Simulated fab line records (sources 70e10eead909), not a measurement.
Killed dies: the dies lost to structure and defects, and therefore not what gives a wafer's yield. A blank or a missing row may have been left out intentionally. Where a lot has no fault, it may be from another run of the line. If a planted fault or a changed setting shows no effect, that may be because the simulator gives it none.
Matching of chambers ; flow nand-harc ; NHARC_A_M1_PRE_CLEAN_32 on pecvd-04 has 3 sister chambers
The step time 12 s. 6 wafers are shown with their chamber, then 12 later ones without.

## EACH WAFER AND ITS CHAMBER
wafer;chamber;heater-power-w (W)
L084.1;2;670
L084.4;2;667
L084.5;1;662
L084.2;0;675
L084.3;1;664
L084.6;0;672

## WAFERS MISSING THEIR CHAMBER
wafer;heater-power-w (W)
L089.3;774
L089.4;712
L089.5;713
L087.2;733
L087.4;710
L087.5;661
L095.1;764
L095.3;732
L095.4;764
L095.2;684
L095.5;715
L095.6;681

## WHICH CHAMBER EACH ONE RAN IN
wafer;from the rows above;in truth
L089.3;0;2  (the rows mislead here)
L089.4;0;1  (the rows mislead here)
L089.5;0;0
L087.2;0;0
L087.4;0;0
L087.5;1;1
L095.1;0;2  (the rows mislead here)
L095.3;0;0
L095.4;0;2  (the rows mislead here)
L095.2;0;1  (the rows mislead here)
L095.5;0;0
L095.6;0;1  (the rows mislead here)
Placed correctly: 6 of 12. Can't be placed from these rows: 0. Placed wrongly: 6.
How it was worked out, from the rows above alone: a wafer's distance from a chamber is the root of the sum, over the readings, of the square of ((its reading less the chamber's mean) divided by the reading's scatter). The wafer belongs to the nearest chamber; if the next one is less than 2 further off, it can't be placed. The mean given for a chamber averages the wafers shown for that chamber. How the scatter is found: for the shown wafers, subtract from each reading the mean of its chamber, square and add these, divide the total by (wafers less chambers), then take the root.
